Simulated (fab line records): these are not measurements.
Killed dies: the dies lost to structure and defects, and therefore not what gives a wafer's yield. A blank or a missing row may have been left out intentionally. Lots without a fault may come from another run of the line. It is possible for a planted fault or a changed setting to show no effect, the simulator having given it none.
fab line records | flow nand-harc
record lots=6 wafers=18 last-day=32
route steps=1302 shown A_BONDPAD@1215 END@1302
lots untouched by any fault: they come from a run of this same line in which no faults occurred
start-h: start of the lot's first displayed wafer, in hours after the record's first day | wait-h: how many hours have passed since the lot's step before this one | " identical to the entry in the row above | L1.1+2: a row that stands for several wafers | - no value, or no start was given | * or withheld: withheld | < > ~ a bound
route shown NAME@n: NAME is a module with steps in the file, n the number in the route of the first one | usual: average and standard deviation across the fault-free wafers | same: alike in all rows | chamber/n: place in a boat | sites: each site's reading | _std_site: the values' standard deviation | _edge_site: mean of outer sites minus mean of inner sites | radius-mm: how far each site lies from the wafer's centre | mask NAME#n: copy n | behind: the tool/chamber that last shaped the wafer | hold: what put the lot on hold/how long, in hours/how the hold closed | device: the transistor (n, p or np) that didn't switch | end of line: at the end of the route, the tests of the same wafers | a step with no rows: only its recipe | killed: dies that structure and defects cost at the first sort, which is not the same as the wafer's yield | map: the dies of a wafer, with x for killed, . for not killed, _ for no die there
set.NAME: the run value of the setting; set.NAME@STEP: its run value at that earlier step | model.NAME: the simulator's own value behind a step, which no gauge read
certain route steps with their lots: each step a table, each wafer a row
services: a tool's chamber out of use, with start hour (start-h, from the record's first day; less than 0 if before it), hours out, and reason
## steps
# step NHARC_A_BONDPAD_CD_MEAS_09
# recipe target-cd-nm=500 landing-energy-ev=500
# usual cd-nm=499.8/1.3
# columns lot.wafer tool chamber start-h wait-h cd-nm
L186.2 cd-sem-01 0 527.31 - 499.8
L186.4 " 0 " " 498.8
L186.6 " 0 " " 498.4
L197.3 cd-sem-03 0 661.60 - 501.2
L197.4 " 0 " " 500.4
L197.6 " 0 " " 501.3
L200.3 cd-sem-03 0 670.73 - 499.2
L200.4 " 0 " " 498.3
L200.5 " 0 " " 500.5
L199.1 cd-sem-01 0 674.47 - 499.0
L199.2 " 0 " " 498.6
L199.5 " 0 " " 498.0
L206.1 cd-sem-01 0 731.56 - 500.1
L206.2 " 0 " " 498.2
L206.5 " 0 " " 498.9
L207.1 cd-sem-02 0 745.41 - 499.7
L207.3 " 0 " " 500.0
L207.5 " 0 " " 498.6
# step NHARC_A_BONDPAD_OVL_MEAS_35
# usual overlay-x-nm=-1/5.4 overlay-y-nm=0/4.7
# columns lot.wafer tool chamber start-h wait-h overlay-x-nm overlay-y-nm
L186.2 overlay-02 - 527.40 - 6 -9
L186.4 " - " " 5 -9
L186.6 " - " " 6 -9
L197.3 overlay-01 - 661.69 - 1 -3
L197.4 " - " " 1 -2
L197.6 " - " " 0 -2
L200.3 overlay-02 - 670.81 - -3 -6
L200.4 " - " " -2 -7
L200.5 " - " " -3 -6
L199.1 overlay-02 - 674.56 - 3 2
L199.2 " - " " 4 2
L199.5 " - " " 5 3
L206.1 overlay-02 - 731.65 - -6 -7
L206.2 " - " " -6 -7
L206.5 " - " " -7 -7
L207.1 overlay-02 - 745.49 - 5 4
L207.3 " - " " 5 4
L207.5 " - " " 4 4
# step NHARC_A_BONDPAD_HARDBAKE_10
# recipe temp-c=118 time-s=65
# step NHARC_A_BONDPAD_DESCUM_11
# recipe time-s=3 o2-flow-sccm=200 ar-flow-sccm=0 bias-power-w=0 chemistry=O2
# usual drypump-motor-current-A=5.6/0.58 oes-product-au=0.998/0.0066 rf-vpp-V=57.9/0.89 showerhead-plenum-p-Torr=1.91/0.092 throttle-valve-pct=11.312/0.0088
# columns lot.wafer tool chamber start-h wait-h drypump-motor-current-A oes-product-au rf-hours-counter-h rf-vpp-V showerhead-plenum-p-Torr throttle-valve-pct
L186.2 rie-diel-04 1 527.53 - 5.0 0.987 5 56.3 1.81 11.301
L186.6 " 2 " " 6.5 0.998 - 58.9 2.06 11.306
L186.4 " 3 " " 5.6 0.997 - 58.6 1.89 11.304
L197.4 rie-diel-04 1 661.82 - 5.1 0.993 3 56.9 1.81 11.298
L197.3 " 3 " " 5.6 0.987 3 56.9 1.89 11.304
L197.6 " 1 " " 5.1 1.005 - 57.1 1.81 11.331
L200.4 rie-diel-04 2 670.95 - 6.5 1.006 4 59.2 2.05 11.310
L200.3 " 3 " " 5.6 1.000 3 58.0 1.89 11.316
L200.5 " 1 " " 5.0 0.995 - 56.9 1.81 11.302
L199.2 rie-diel-13 2 674.68 - 5.2 0.997 56 57.7 1.84 11.315
L199.1 " 0 " " 6.4 0.999 52 56.8 1.83 11.319
L199.5 " 0 " " 6.4 1.000 - 57.2 1.83 11.296
L206.2 rie-diel-04 2 731.79 - 6.5 0.990 0 58.7 2.05 11.320
L206.1 " 3 " " 5.7 0.993 0 57.5 1.89 11.310
L206.5 " 1 " " 5.1 0.992 - 56.6 1.81 11.309
L207.3 rie-diel-03 2 745.62 - 6.3 1.000 20 58.1 1.91 11.299
L207.1 " 1 " " 5.4 0.995 18 57.3 1.99 11.312
L207.5 " 2 " " 6.3 0.996 - 57.0 1.91 11.313
# step NHARC_A_BONDPAD_ETCH_34
# recipe target-depth-a=600 overetch-a=180 time-s=65.91 ion-energy-ev=200 n2-flow-sccm=150 h2-flow-sccm=150 ar-flow-sccm=0 rf-w=400 bias-w=150 chemistry=N2/H2
# step NHARC_A_BONDPAD_ETCH_12
# recipe target-depth-a=2200 time-s=110 chf3-flow-sccm=50 o2-flow-sccm=10 ar-flow-sccm=200 rf-w=500 bias-w=200 chemistry=CHF3/O2
# usual drypump-motor-current-A=5.6/0.57 oes-product-au=0.948/0.021 rf-fwd-power-W=496.6/1.8 rf-vpp-V=370.7/2.4 showerhead-plenum-p-Torr=2.41/0.11 throttle-valve-pct=20.572/0.0091
# columns lot.wafer tool chamber start-h wait-h drypump-motor-current-A oes-product-au rf-fwd-power-W rf-hours-counter-h rf-vpp-V showerhead-plenum-p-Torr throttle-valve-pct
L186.2 rie-diel-04 2 - - 6.5 0.968 495.3 5 375.0 2.57 20.569
L186.4 " 3 " " 5.6 0.949 498.1 - 369.9 2.38 20.587
L186.6 " 1 " " 5.1 0.954 496.3 - 366.8 2.28 20.577
L197.4 rie-diel-04 3 - - 5.6 0.966 495.9 3 369.4 2.38 20.576
L197.3 " 1 " " 5.1 0.951 494.9 3 368.6 2.28 20.563
L197.6 " 2 " " 6.5 0.970 495.6 - 373.4 2.57 20.574
L200.4 rie-diel-04 3 - - 5.6 0.955 497.5 3 371.5 2.38 20.563
L200.3 " 0 " " 4.9 0.935 498.2 3 370.5 2.47 20.577
L200.5 " 2 " " 6.5 0.952 494.0 - 376.4 2.57 20.568
L199.2 rie-diel-13 3 - - 5.2 0.916 494.9 53 367.3 2.27 20.569
L199.1 " 0 " " 6.4 0.918 494.5 52 368.7 2.30 20.561
L199.5 " 3 " " 5.2 0.915 492.5 - 368.3 2.27 20.555
L206.2 rie-diel-04 3 - - 5.6 0.971 494.2 0 368.7 2.38 20.558
L206.1 " 0 " " 4.9 0.975 499.1 0 371.2 2.47 20.566
L206.5 " 3 " " 5.7 0.980 493.2 - 370.8 2.38 20.581
L207.1 rie-diel-03 2 - - 6.3 0.929 498.2 20 369.8 2.40 20.565
L207.3 " 3 " " 5.9 0.934 499.1 16 369.4 2.30 20.582
L207.5 " 3 " " 5.9 0.936 500.2 - 367.6 2.30 20.568
# step NHARC_A_BONDPAD_CD_MEAS_13
# usual cd-nm=499.2/1.3
# columns lot.wafer tool chamber start-h wait-h cd-nm
L186.2 cd-sem-03 - 527.89 - 499.2
L186.4 " - " " 499.2
L186.6 " - " " 497.7
L197.3 cd-sem-02 - 662.13 - 501.6
L197.4 " - " " 500.7
L197.6 " - " " 501.0
L200.3 cd-sem-01 - 671.25 - 498.0
L200.4 " - " " 498.2
L200.5 " - " " 499.7
L199.1 cd-sem-03 - 675.04 - 498.9
L199.2 " - " " 498.0
L199.5 " - " " 496.9
L206.1 cd-sem-01 - 732.10 - 500.7
L206.2 " - " " 497.2
L206.5 " - " " 498.3
L207.1 cd-sem-01 - 745.93 - 500.1
L207.3 " - " " 499.4
L207.5 " - " " 497.6
# step NHARC_A_BONDPAD_STRIP_15
# recipe o2-flow-sccm=500 ar-flow-sccm=0 bias-w=0 chemistry=O2
# step NHARC_A_BONDPAD_ETCH_24
# recipe target-depth-a=300 over-etch-frac=0.3 time-s=72.99 ion-energy-ev=150 cf4-flow-sccm=50 n2-flow-sccm=100 ar-flow-sccm=150 rf-w=300 bias-w=100 chemistry=CF4/N2
# usual drypump-motor-current-A=5.6/0.57 oes-product-au=0.999/0.0076 rf-fwd-power-W=297.3/1.1 rf-vpp-V=314.6/2.1 showerhead-plenum-p-Torr=2.65/0.12 throttle-valve-pct=19.795/0.009
# columns lot.wafer tool chamber start-h wait-h drypump-motor-current-A oes-product-au rf-fwd-power-W rf-hours-counter-h rf-vpp-V showerhead-plenum-p-Torr throttle-valve-pct
L186.2 rie-diel-04 2 528.15 0.1 6.4 1.004 297.1 5 316.8 2.81 19.794
L186.6 " 2 " " 6.5 1.004 297.2 - 316.8 2.81 19.802
L186.4 " 1 " " 5.1 0.985 299.2 - 310.4 2.49 19.790
L197.3 rie-diel-04 2 - - 6.5 0.988 296.8 4 318.8 2.81 19.807
L197.4 " 3 " " 5.7 1.003 297.0 3 313.5 2.60 19.796
L197.6 " 2 " " 6.5 0.998 295.6 - 315.9 2.81 19.792
L200.4 rie-diel-03 0 - - 5.3 1.001 298.3 5 317.5 2.84 19.774
L200.3 " 3 " " 5.9 1.017 296.3 5 313.0 2.52 19.792
L200.5 " 0 " " 5.3 0.997 297.5 - 316.1 2.83 19.798
L199.2 rie-diel-04 0 - - 4.9 0.992 297.6 3 315.2 2.70 19.802
L199.1 " 1 " " 5.0 1.001 297.6 3 312.4 2.49 19.787
L199.5 " 3 " " 5.6 0.997 297.1 - 313.1 2.60 19.800
L206.2 rie-diel-03 2 732.37 0.1 6.2 1.003 296.5 19 314.1 2.62 19.782
L206.1 " 0 " " 5.3 0.996 298.3 18 318.5 2.83 19.790
L206.5 " 0 " " 5.3 1.007 298.2 - 318.7 2.83 19.787
L207.3 rie-diel-04 1 - - 5.0 0.991 299.5 0 312.6 2.49 19.793
L207.1 " 2 " " 6.5 0.997 295.7 0 317.2 2.81 19.786
L207.5 " 1 " " 5.1 0.989 297.7 - 311.3 2.49 19.797
# step NHARC_A_BONDPAD_STRIP_16
# recipe time-s=600 temp-c=30 chemistry=post-etch-residue-remover
# step NHARC_A_BONDPAD_DEGAS_25
# recipe temp-c=300 time-s=60
# step NHARC_A_BONDPAD_PRE_CLEAN_26
# recipe time-s=30 temp-c=280 gas=H2/He
# usual heater-power-w=410/44
# columns lot.wafer tool chamber start-h wait-h heater-power-w
L186.4 pvd-sputter-02 - - - 450
L186.2 " - " " 430
L186.6 " - " " 450
L197.4 pvd-sputter-02 - - - 455
L197.3 " - " " 392
L197.6 " - " " 443
L200.3 pvd-sputter-02 - - - 421
L200.4 " - " " 441
L200.5 " - " " 381
L199.2 pvd-sputter-03 - - - 395
L199.1 " - " " 406
L199.5 " - " " 402
L206.2 pvd-sputter-01 - - - 347
L206.1 " - " " 523
L206.5 " - " " 412
L207.1 pvd-sputter-03 - - - 404
L207.3 " - " " 425
L207.5 " - " " 357
# step NHARC_A_BONDPAD_PVD_17
# recipe target-thk-a=50 bias-v=168.6 power-w=15000 chamber-pressure-pa=0.12 time-s=8.06 substrate-temp-c=50 material=TaN
# usual substrate-temp-c=49.98/0.11 throttle-valve-pct=30.2/1.4 time-s=8.06/0
# columns lot.wafer tool chamber start-h wait-h substrate-temp-c throttle-valve-pct time-s
L186.4 pvd-sputter-02 - 528.73 - 50.02 28.1 8.06
L186.2 " - " " 49.87 29.9 8.06
L186.6 " - " " 49.88 27.9 8.06
L197.4 pvd-sputter-02 - 662.86 - 50.00 28.7 8.06
L197.3 " - " " 50.14 31.7 6.3049
L197.6 " - " " 50.02 28.5 6.3049
L200.3 pvd-sputter-02 - 672.02 - 49.91 28.7 6.3049
L200.4 " - " " 50.11 29.8 8.06
L200.5 " - " " 50.12 31.9 8.06
L199.1 pvd-sputter-03 - 675.78 - 49.80 29.7 8.06
L199.2 " - " " 50.05 28.2 8.06
L199.5 " - " " 49.89 28.4 8.06
L206.2 pvd-sputter-01 - 732.88 - 50.01 31.1 8.06
L206.1 " - " " 50.12 31.2 8.06
L206.5 " - " " 50.09 31.3 8.06
L207.3 pvd-sputter-03 - 746.68 - 49.89 28.9 8.06
L207.1 " - " " 49.93 30.9 8.06
L207.5 " - " " 49.98 31.3 8.06
# step NHARC_A_BONDPAD_PVD_27
# recipe target-thk-a=300 chamber-pressure-pa=5 power-w=5000 substrate-temp-c=30 time-s=20.49 material=Cu
# usual substrate-temp-c=29.99/0.1 throttle-valve-pct=30.2/1.4 time-s=20.49/0
# columns lot.wafer tool chamber start-h wait-h substrate-temp-c throttle-valve-pct time-s
L186.4 pvd-sputter-02 - - - 30.15 32.4 20.49
L186.2 " - " " 30.15 28.2 20.49
L186.6 " - " " 30.09 32.5 20.49
L197.4 pvd-sputter-02 - - - 30.07 31.4 20.49
L197.3 " - " " 29.99 31.6 20.49
L197.6 " - " " 30.02 31.6 20.49
L200.3 pvd-sputter-02 - - - 29.91 31.6 20.49
L200.4 " - " " 29.85 28.4 20.49
L200.5 " - " " 29.98 30.0 20.49
L199.1 pvd-sputter-03 - - - 29.95 29.7 20.49
L199.2 " - " " 30.13 29.1 20.49
L199.5 " - " " 30.10 29.7 20.49
L206.2 pvd-sputter-01 - - - 29.88 29.0 20.49
L206.1 " - " " 30.13 33.0 20.49
L206.5 " - " " 29.80 28.6 20.49
L207.1 pvd-sputter-03 - - - 30.19 28.5 20.49
L207.3 " - " " 29.91 29.0 20.49
L207.5 " - " " 30.16 29.0 20.49
# step NHARC_END_SORT_01
# recipe temp-c=25
# usual defect-limited-yield=91/3.4 killed-at-array=57/24 killed-at-other=0.7/0.94 killed-at-periphery=3.8/2.5 killed-dies=62/23 killed-open=3.1/1.8 killed-short=2.5/1.6
# same gross-dies=677
# columns lot.wafer tool chamber start-h wait-h defect-limited-yield[%] killed-at-array killed-at-other killed-at-periphery killed-dies killed-open killed-short
L199.1 prober-01 0 704.55 2.5 96 23 0 2 25 3 2
L199.2 prober-01 0 705.35 2.8 95 28 0 5 33 2 5
L199.5 prober-01 0 707.75 3.7 95 30 1 2 33 2 1
L200.3 prober-02 0 706.14 3.1 89 70 0 6 76 3 5
L200.4 prober-02 0 706.95 3.4 88 74 0 6 80 1 3
L200.5 prober-02 0 707.76 3.7 88 69 0 9 78 6 4
L207.1 prober-02 0 775.86 2.5 94 35 0 5 40 3 4
L207.3 prober-02 0 777.46 3.1 92 47 0 6 53 3 4
L207.5 prober-02 0 779.06 3.7 93 41 0 9 50 3 3
# killed by level:class
L199.1 A_CHANNEL_HOLE_D1:chamber-film-flake=11 A_SLIT:chamber-film-flake=3 A_STAIRCASE:chamber-film-flake=2 A_CONTACT:chamber-film-flake=2 A_SOURCE_PLATE:geometric-particle:open=1 A_ONON_D1:geometric-particle:open=1 A_DECK1_JOINT:geometric-particle:short=1 A_SGD_CUT:geometric-particle:short=1
L199.2 A_CHANNEL_HOLE_D1:chamber-film-flake=11 P_GATE:chamber-film-flake=3 A_STAIRCASE:chamber-film-flake=3 A_SLIT:chamber-film-flake=3 A_CHANNEL_FILL_D1:geometric-particle:short=2 A_CHANNEL_FILL_D1:geometric-particle:open=2 P_M2:chamber-film-flake=2 A_WL_FILL:chamber-film-flake=2
L200.3 A_SLIT:chamber-film-flake=27 A_CHANNEL_HOLE_D2:chamber-film-flake=16 A_CHANNEL_HOLE_D1:chamber-film-flake=7 A_CONTACT:chamber-film-flake=6 A_ONON_D2:geometric-particle:short=3 A_STAIRCASE:chamber-film-flake=3 P_GATE:chamber-film-flake=3 P_M2:chamber-film-flake=2
L200.4 A_SLIT:chamber-film-flake=30 A_CHANNEL_HOLE_D2:chamber-film-flake=17 A_CONTACT:chamber-film-flake=7 A_CHANNEL_HOLE_D1:chamber-film-flake=6 A_STAIRCASE:chamber-film-flake=6 P_GATE:chamber-film-flake=4 P_BONDPAD:chamber-film-flake=2 A_SGD_CUT:chamber-film-flake=2
L199.5 A_CHANNEL_HOLE_D1:chamber-film-flake=14 A_SLIT:chamber-film-flake=4 A_CONTACT:chamber-film-flake=4 P_GATE:chamber-film-flake=2 A_WL_FILL:chamber-film-flake=2 A_SOURCE_PLATE:geometric-particle:open=1 A_DECK1_JOINT:geometric-particle:open=1 A_ONON_D2:geometric-particle:short=1
L200.5 A_SLIT:chamber-film-flake=26 A_CHANNEL_HOLE_D2:chamber-film-flake=11 A_CHANNEL_HOLE_D1:chamber-film-flake=9 A_CONTACT:chamber-film-flake=9 P_GATE:chamber-film-flake=3 A_CHANNEL_HOLE_D1:geometric-particle:open=2 P_M2:chamber-film-flake=2 A_STAIRCASE:chamber-film-flake=2
L207.1 A_CHANNEL_HOLE_D1:chamber-film-flake=12 A_CONTACT:chamber-film-flake=7 P_M1:chamber-film-flake=5 A_SLIT:chamber-film-flake=5 A_CHANNEL_FILL_D2:chamber-film-flake=3 A_ONON_D1:geometric-particle:short=2 A_DECK1_JOINT:geometric-particle:open=1 A_SGD_CUT:geometric-particle:short=1
L207.3 A_CHANNEL_HOLE_D1:chamber-film-flake=19 A_SLIT:chamber-film-flake=9 A_CONTACT:chamber-film-flake=5 P_M1:chamber-film-flake=4 A_CHANNEL_FILL_D2:chamber-film-flake=3 A_ONON_D2:geometric-particle:short=2 P_GATE:chamber-film-flake=2 A_ONON_D1:geometric-particle:short=1
L207.5 A_CHANNEL_HOLE_D1:chamber-film-flake=13 A_SLIT:chamber-film-flake=10 A_CONTACT:chamber-film-flake=8 P_M1:chamber-film-flake=5 P_GATE:chamber-film-flake=2 A_CHANNEL_FILL_D2:chamber-film-flake=2 A_STAIRCASE:chamber-film-flake=2 P_M0:geometric-particle:short=1
## services
# columns tool chamber start-h hours kind
rie-diel-04 2 507.63 9.1 repair
pvd-sputter-02 - 510.99 2.9 repair
rie-diel-04 1 513.80 6.0 repair
rie-diel-13 - 520.02 9.0 pm
rie-diel-04 0 523.55 6.1 repair
pvd-sputter-03 - 526.00 10.0 pm
rie-diel-04 - 531.95 9.0 pm
pvd-sputter-02 - 550.72 7.4 repair
rie-diel-03 2 570.50 5.3 repair
rie-diel-03 1 580.94 8.3 repair
pvd-sputter-01 - 582.28 10.0 pm
pvd-sputter-03 - 600.04 2.2 repair
pvd-sputter-03 - 618.08 0.6 repair
rie-diel-03 - 635.43 9.0 pm
pvd-sputter-02 - 638.02 10.0 pm
rie-diel-04 1 644.05 14.2 repair
pvd-sputter-02 - 652.07 4.9 repair
rie-diel-13 0 652.35 1.4 repair
rie-diel-13 1 674.59 5.0 repair
pvd-sputter-03 - 691.09 7.9 repair
rie-diel-03 1 695.26 15.9 repair
pvd-sputter-03 - 704.00 10.0 pm
rie-diel-04 - 708.95 9.0 pm
rie-diel-03 3 722.19 18.0 repair
## key
first-sign step=NHARC_A_BONDPAD_PVD_17 reading=time-s direction=down sigmas=99+ usual=* struck=*
effect none on later readings
met-at NHARC_A_BONDPAD_PVD_17
struck-wafers L197.3,L197.6,L200.3
onset-between 528.73 662.86
fault kind=process-parameter-drift tool=pvd-sputter-02 chamber=- onset-h=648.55 steps=NHARC_A_BONDPAD_PVD_17 channel=time-s offset=* shape=step end-h=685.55 scope=struck-wafers-only acts-in=* stated=*
